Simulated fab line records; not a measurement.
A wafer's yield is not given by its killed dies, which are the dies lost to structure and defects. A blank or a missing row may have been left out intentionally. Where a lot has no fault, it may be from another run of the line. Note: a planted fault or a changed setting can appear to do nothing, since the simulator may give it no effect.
Check of tool commonality + flow nand-harc + 13 lots, 39 wafers sampled

WHAT PROMPTED THE OPENING
Of 13 lots, 1 have the reading VT_DECK1_MIDDLE_INNER flagged at NHARC_END_WLT_00. Wafers without a fault read 0.885, standard deviation 0.008.
Rule: a lot gets a flag if all its wafers with a number sit over 4 standard deviations from that mean, or if no wafer of it has a number. As for the other lots, they are considered sound.

| lot  | measured     | on        | VT_DECK1_MIDDLE_INNER, wafer by wafer | flag    |
|------|--------------|-----------|---------------------------------------|---------|
| L690 | day 24 06:50 | prober-02 | 0.884 0.890 0.886                     |         |
| L691 | day 24 20:25 | prober-02 | 0.886 0.887 0.888                     |         |
| L692 | day 24 20:55 | prober-01 | 0.891 0.878 0.888                     |         |
| L695 | day 27 01:06 | prober-02 | 0.870 0.882 0.882                     |         |
| L697 | day 27 15:14 | prober-02 | 0.886 0.881 0.886                     |         |
| L698 | day 27 18:35 | prober-01 | 0.877 0.879 0.873                     |         |
| L699 | day 28 11:26 | prober-02 | 0.879 0.890 0.885                     |         |
| L700 | day 28 16:05 | prober-01 | 0.889 0.890 0.892                     |         |
| L701 | day 29 05:32 | prober-02 | 0.896 0.892 0.886                     |         |
| L707 | day 32 10:06 | prober-01 | 0.968 0.973 0.964                     | FLAGGED |
| L708 | day 32 17:58 | prober-01 | 0.874 0.875 0.881                     |         |
| L709 | day 33 01:49 | prober-01 | 0.881 0.882 0.883                     |         |
| L713 | day 33 22:31 | prober-02 | 0.885 0.887 0.876                     |         |
The numbers of the flagged lots are 0.968 on average: +0.083 against the usual, or +10 standard deviations.

TOOL THAT RAN EACH LOT
The record holds 3 process steps before the reading, out of a route of 1302 steps. In each cell: the tool, then ch and the chambers that the sampled wafers went through, then the start.
| lot  | flag    | NHARC_A_CHANNEL_FILL_D1_CVD_18   | NHARC_THIN_TSV_DEP_43           | NHARC_THIN_TSV_CMP_21         |
|------|---------|----------------------------------|---------------------------------|-------------------------------|
| L690 |         | lpcvd-poly-02 ch 0, day 9 13:07  | pecvd-01 ch 1,2, day 23 16:55   | cmp-04 ch 0,2, day 23 22:07   |
| L691 |         | lpcvd-poly-01 ch 0, day 10 04:17 | pecvd-01 ch 1,2, day 24 06:46   | cmp-02 ch 0,1,3, day 24 12:41 |
| L692 |         | lpcvd-poly-01 ch 0, day 10 04:17 | pecvd-01 ch 0,2, day 24 08:04   | cmp-04 ch 0,2,3, day 24 13:19 |
| L695 |         | lpcvd-poly-01 ch 0, day 11 21:49 | pecvd-03 ch 0,1,2, day 26 09:38 | cmp-04 ch 0,1, day 26 14:33   |
| L697 |         | lpcvd-poly-04 ch 0, day 12 23:20 | pecvd-01 ch 1,2, day 27 03:25   | cmp-02 ch 2,3, day 27 08:28   |
| L698 |         | lpcvd-poly-04 ch 0, day 12 23:20 | pecvd-01 ch 0,1,2, day 27 02:10 | cmp-01 ch 0,2,3, day 27 07:35 |
| L699 |         | lpcvd-poly-04 ch 0, day 13 17:15 | pecvd-04 ch 0,1, day 27 22:50   | cmp-02 ch 0,1, day 28 03:48   |
| L700 |         | lpcvd-poly-01 ch 0, day 14 07:08 | pecvd-01 ch 0,1,2, day 28 03:34 | cmp-04 ch 0,1,3, day 28 08:36 |
| L701 |         | lpcvd-poly-01 ch 0, day 14 16:09 | pecvd-01 ch 1,2, day 28 11:25   | cmp-04 ch 0,1, day 28 16:23   |
| L707 | FLAGGED | lpcvd-poly-01 ch 0, day 17 06:43 | pecvd-01 ch 0,2, day 31 17:31   | cmp-04 ch 1,2,3, day 31 22:38 |
| L708 |         | lpcvd-poly-02 ch 0, day 17 16:13 | pecvd-01 ch 0,1,2, day 32 02:40 | cmp-02 ch 0,1,3, day 32 08:17 |
| L709 |         | lpcvd-poly-02 ch 0, day 17 23:25 | pecvd-04 ch 0,1, day 32 05:08   | cmp-02 ch 0,2, day 32 10:16   |
| L713 |         | lpcvd-poly-02 ch 0, day 19 07:05 | pecvd-04 ch 1,2, day 33 07:42   | cmp-02 ch 0,3, day 33 12:48   |
What these steps do:
- NHARC_A_CHANNEL_FILL_D1_CVD_18: deposits poly-Si, target thk 3 nm.
- NHARC_THIN_TSV_DEP_43: deposits SiO2, target thk 1328.5 nm.
- NHARC_THIN_TSV_CMP_21: polishes, t overpolish 30 s, target thk 2000 nm.
- NHARC_END_WLT_00

FLAGGED AGAINST TOTAL, ONE TOOL AT A TIME (gauges that did the reading follow at the end)
| step                           | tool          | lots run | flagged | share of the flagged lots | sound lots run after its first flagged lot |
|--------------------------------|---------------|----------|---------|---------------------------|--------------------------------------------|
| NHARC_A_CHANNEL_FILL_D1_CVD_18 | lpcvd-poly-01 | 6        | 1       | all                       | 0                                          |
| NHARC_A_CHANNEL_FILL_D1_CVD_18 | lpcvd-poly-02 | 4        | 0       | none                      | -                                          |
| NHARC_A_CHANNEL_FILL_D1_CVD_18 | lpcvd-poly-04 | 3        | 0       | none                      | -                                          |
| NHARC_THIN_TSV_DEP_43          | pecvd-01      | 9        | 1       | all                       | 1 (L708)                                   |
| NHARC_THIN_TSV_DEP_43          | pecvd-03      | 1        | 0       | none                      | -                                          |
| NHARC_THIN_TSV_DEP_43          | pecvd-04      | 3        | 0       | none                      | -                                          |
| NHARC_THIN_TSV_CMP_21          | cmp-01        | 1        | 0       | none                      | -                                          |
| NHARC_THIN_TSV_CMP_21          | cmp-02        | 6        | 0       | none                      | -                                          |
| NHARC_THIN_TSV_CMP_21          | cmp-04        | 6        | 1       | all                       | 0                                          |
| NHARC_END_WLT_00               | prober-01     | 6        | 1       | all                       | 2 (L708,L709)                              |
| NHARC_END_WLT_00               | prober-02     | 7        | 0       | none                      | -                                          |

WHAT THE TABLE ALLOWS
4 rows of the table ran every flagged lot: lpcvd-poly-01 at NHARC_A_CHANNEL_FILL_D1_CVD_18, pecvd-01 at NHARC_THIN_TSV_DEP_43, cmp-04 at NHARC_THIN_TSV_CMP_21, prober-01 at NHARC_END_WLT_00.
- lpcvd-poly-01 at NHARC_A_CHANNEL_FILL_D1_CVD_18: 1 of its 6 lots flagged. Its last sound lot is L701 (day 14 16:09), its first flagged lot L707 (day 17 06:43): a fault that began between those two fits.
- pecvd-01 at NHARC_THIN_TSV_DEP_43: 1 of its 9 lots flagged. Sound lots ran on it after the first flagged one (L708), which a lasting fault on the whole tool wouldn't allow.
- cmp-04 at NHARC_THIN_TSV_CMP_21: 1 of its 6 lots flagged. Its last sound lot is L701 (day 28 16:23), its first flagged lot L707 (day 31 22:38): a fault that began between those two fits.
- prober-01 at NHARC_END_WLT_00: 1 of its 6 lots flagged. Sound lots ran on it after the first flagged one (L708, L709), which a lasting fault on the whole tool wouldn't allow.
These 2 tools cannot be told apart by counting lots, since each of them fits a fault that started at some hour. More lots, or a look at what each step does to the wafer, might.

WHAT THE SIMULATOR PUT IN
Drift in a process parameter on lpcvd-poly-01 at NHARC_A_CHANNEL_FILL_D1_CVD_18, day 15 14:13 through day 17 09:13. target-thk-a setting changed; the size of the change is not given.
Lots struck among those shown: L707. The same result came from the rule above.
